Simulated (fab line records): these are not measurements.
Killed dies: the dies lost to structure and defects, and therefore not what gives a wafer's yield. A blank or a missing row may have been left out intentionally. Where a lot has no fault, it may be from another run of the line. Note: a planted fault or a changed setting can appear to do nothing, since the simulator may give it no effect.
A lot that was struck, set against a sound lot + flow nand-harc + 44 steps out of a route of 1302
Sound: wafers L846.2, L846.3, L846.6. Wafers struck: L855.1, L855.5, L855.6. The cause is given at the end.
At each step with rows: each side's tool, then ch and its chambers, then its first start. Under that, the readings that differ: sound wafers + struck wafers + difference of the means + sigmas: that difference in standard deviations of wafers without a fault.
alike: same words and numbers on both sides, and readings whose means sit less than 2 such deviations apart. not compared: any withheld reading, any reading some wafer has no value for, any bound like >300 that may hide the same value, and any number with overlapping values for which the record gives no deviation.
Wherever a step has rows on one side only, a row that says differs or no value, or a row with sigmas, the two part there. Numbers that don't overlap but have no deviation are shown without sigmas and don't part them. A reading missing from all wafers of one side parts the sides only when that side holds two or more wafers.

first, 6 steps without rows for these wafers: NHARC_P_ZERO_WELL_COAT_18; NHARC_P_ZERO_WELL_SOFTBAKE_19 (time 95 s); NHARC_P_ZERO_WELL_EBR_20; NHARC_P_ZERO_WELL_EXPOSE_21 (exposes mask P NWELL, target cd 720 nm); NHARC_P_ZERO_WELL_PEB_22 (peb time 85 s); NHARC_P_ZERO_WELL_DEVELOP_23 (time 70 s).
NHARC_P_ZERO_WELL_CD_MEAS_24: the cd target is 720 nm.
  sound on cd-sem-02 ch 0, day 1 22:38; struck on cd-sem-01 ch 0, day 5 16:28
  alike: cd-nm
then, 1 step without rows for these wafers: NHARC_P_ZERO_WELL_HARDBAKE_25 (time 80 s).
NHARC_P_ZERO_WELL_DESCUM_26: chemistry O2, time 3 s.
  sound on rie-diel-10 ch 0,1,3, day 1 22:49; struck on rie-diel-12 ch 0,1,3, day 5 16:38
| reading               | sound             | struck            | difference | sigmas |
|-----------------------|-------------------|-------------------|------------|--------|
| oes-product-au (a.u.) | 1.003 0.981 0.976 | 0.998 1.012 1.008 | +0.019     | +2     |
  alike: chamber-pressure-mTorr, drypump-motor-current-A, rf-vpp-V, showerhead-plenum-p-Torr, throttle-valve-pct
  not compared: rf-hours-counter-h
then, 3 steps without rows for these wafers: NHARC_P_ZERO_WELL_IMPLANT_27; NHARC_P_ZERO_WELL_IMPLANT_57; NHARC_P_ZERO_WELL_IMPLANT_58.
NHARC_P_ZERO_WELL_STRIP_28: strips in SPM, time 840 s.
  sound on wet-bench-03 ch 0,3,5, day 1 23:31; struck on wet-bench-09 ch 5,6,7, day 5 17:22
then, 8 steps without rows for these wafers: NHARC_P_ZERO_WELL_DEHYDRATE_29 (time 120 s); NHARC_P_ZERO_WELL_HMDS_30 (time 30 s); NHARC_P_ZERO_WELL_COAT_31; NHARC_P_ZERO_WELL_SOFTBAKE_32 (time 95 s); NHARC_P_ZERO_WELL_EBR_33; NHARC_P_ZERO_WELL_EXPOSE_34 (exposes mask P PWELL, target cd 720 nm); NHARC_P_ZERO_WELL_PEB_35 (peb time 85 s); NHARC_P_ZERO_WELL_DEVELOP_36 (time 70 s).
NHARC_P_ZERO_WELL_CD_MEAS_37: the cd target is 720 nm.
  sound on cd-sem-01 ch 0, day 2 00:17; struck on cd-sem-01 ch 0, day 5 17:59
  alike: cd-nm
then, 1 step without rows for these wafers: NHARC_P_ZERO_WELL_HARDBAKE_38 (time 80 s).
NHARC_P_ZERO_WELL_DESCUM_39: chemistry O2, time 3 s.
  sound on rie-diel-12 ch 0,1,3, day 2 00:27; struck on rie-diel-10 ch 0,1,3, day 5 18:10
  alike: chamber-pressure-mTorr, drypump-motor-current-A, oes-product-au, rf-vpp-V, showerhead-plenum-p-Torr, throttle-valve-pct
  not compared: rf-hours-counter-h
then, 12 steps without rows for these wafers: NHARC_P_ZERO_WELL_IMPLANT_40; NHARC_P_ZERO_WELL_IMPLANT_59; NHARC_P_ZERO_WELL_IMPLANT_60; NHARC_P_ZERO_WELL_STRIP_41 (strips in SPM, time 840 s); NHARC_P_ZERO_WELL_DEHYDRATE_44 (time 120 s); NHARC_P_ZERO_WELL_HMDS_45 (time 30 s); NHARC_P_ZERO_WELL_COAT_46; NHARC_P_ZERO_WELL_SOFTBAKE_47 (time 95 s); NHARC_P_ZERO_WELL_EBR_48; NHARC_P_ZERO_WELL_EXPOSE_49 (exposes mask P HVPW, target cd 2000 nm); NHARC_P_ZERO_WELL_PEB_50 (peb time 85 s); NHARC_P_ZERO_WELL_DEVELOP_51 (time 70 s).
NHARC_P_ZERO_WELL_CD_MEAS_52: the cd target is 2000 nm.
  sound on cd-sem-02 ch 0, day 2 01:58; struck on cd-sem-02 ch 0, day 5 21:34
  alike: cd-nm
then, 1 step without rows for these wafers: NHARC_P_ZERO_WELL_HARDBAKE_53 (time 80 s).
NHARC_P_ZERO_WELL_DESCUM_54: chemistry O2, time 3 s.
  sound on rie-diel-12 ch 1,3, day 2 02:08; struck on rie-diel-10 ch 2,3, day 5 21:44
  alike: chamber-pressure-mTorr, drypump-motor-current-A, oes-product-au, rf-vpp-V, showerhead-plenum-p-Torr, throttle-valve-pct
  not compared: rf-hours-counter-h
then, 3 steps without rows for these wafers: NHARC_P_ZERO_WELL_IMPLANT_55; NHARC_P_ZERO_WELL_IMPLANT_61; NHARC_P_ZERO_WELL_STRIP_56 (strips in SPM, time 840 s).
NHARC_P_ZERO_WELL_INSPECT_43:
  sound: defect-inspect-01 at day 2 03:48; struck: defect-inspect-01 at day 5 23:23
| reading          | sound  | struck         | difference | sigmas      |
|------------------|--------|----------------|------------|-------------|
| raw-defect-count | 7 13 8 | 1383 1409 1376 | +1380      | +99 or more |
-- break in the record here, with 22 days between the starts of the struck wafers on either side (left off in module P_ZERO_WELL, picked up again in module END, where the first step shown is number 1302 on the route) --
NHARC_END_SORT_01:
  the record has rows for the struck wafers here (prober-01 ch 0, day 28 05:10) and none for the sound ones

## WHERE THEY PART
Earliest at NHARC_P_ZERO_WELL_DESCUM_26; latest, in this record, at NHARC_END_SORT_01.

WHY: what had been put in by the simulator
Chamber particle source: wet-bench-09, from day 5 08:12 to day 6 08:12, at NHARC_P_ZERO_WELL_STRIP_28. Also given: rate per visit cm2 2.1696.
